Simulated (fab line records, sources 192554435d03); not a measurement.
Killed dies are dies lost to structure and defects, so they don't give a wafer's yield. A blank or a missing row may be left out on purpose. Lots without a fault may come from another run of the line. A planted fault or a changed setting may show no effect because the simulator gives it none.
Chamber matching | flow n5_finfet | N5_BEOL_M6_CURE_75 on uv_cure-01: 3 sister chambers
The step cures SiCOH lowk, time 120 s. 18 wafers are shown with their chamber, then 9 later ones without.

WAFERS WITH THEIR CHAMBER
wafer  | chamber | wafer_temp_C_max | lamp_power_pct (%)
L076.1 | 2       | 371.5            | 52.27
L076.2 | 2       | 371.8            | 52.25
L076.5 | 2       | 371.9            | 52.34
L075.2 | 0       | 372.5            | 52.29
L075.3 | 0       | 373.6            | 52.29
L075.4 | 0       | 372.7            | 52.30
L078.2 | 0       | 372.6            | 52.32
L078.3 | 0       | 372.6            | 52.33
L078.6 | 0       | 371.8            | 52.26
L082.2 | 0       | 372.9            | 52.31
L082.3 | 0       | 372.5            | 52.37
L082.5 | 0       | 372.2            | 52.17
L088.1 | 1       | 371.6            | 52.27
L088.4 | 1       | 371.9            | 52.34
L088.5 | 1       | 371.9            | 52.31
L087.3 | 2       | 372.7            | 52.33
L087.4 | 2       | 371.3            | 52.39
L087.5 | 2       | 371.9            | 52.24

SIGNATURES (means of the wafers above)
reading          | chamber 0 | chamber 1 | chamber 2 | scatter within a chamber
wafer_temp_C_max | 372.600   | 371.800   | 371.850   | 0.457
lamp_power_pct   | 52.2933   | 52.3067   | 52.3033   | 0.0545
Rule: a wafer's distance from a chamber is the root of the sum, over the readings, of the square of ((its reading less the chamber's mean) divided by the reading's scatter). The wafer belongs to the nearest chamber; if the next one is less than 2 further off, it can't be placed. The scatter: the root of (the sum of the squares of (reading less its chamber's mean) over the shown wafers, divided by (wafers less chambers)).

WAFERS WITHOUT THEIR CHAMBER
wafer  | wafer_temp_C_max | lamp_power_pct (%)
L091.2 | 372.4            | 52.17
L091.3 | 372.2            | 52.31
L091.6 | 373.3            | 52.33
L095.1 | 371.9            | 52.38
L095.3 | 372.2            | 52.32
L095.6 | 373.0            | 52.29
L096.2 | 371.8            | 52.33
L096.5 | 371.7            | 52.30
L096.6 | 371.5            | 52.36

WHICH CHAMBER EACH WENT THROUGH
wafer  | from the rows above          | in truth
L091.2 | can't be placed: 0 or 2 or 1 | 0
L091.3 | can't be placed: 2 or 1 or 0 | 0
L091.6 | can't be placed: 0 or 2 or 1 | 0
L095.1 | can't be placed: 1 or 2 or 0 | 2
L095.3 | can't be placed: 2 or 1 or 0 | 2
L095.6 | can't be placed: 0 or 2 or 1 | 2
L096.2 | can't be placed: 1 or 2 or 0 | 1
L096.5 | can't be placed: 1 or 2 or 0 | 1
L096.6 | can't be placed: 1 or 2 or 0 | 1
Placed correctly: 0 of 9. Can't be placed from these rows: 9 (the true chamber is among the candidates in 9). Placed wrongly: 0.
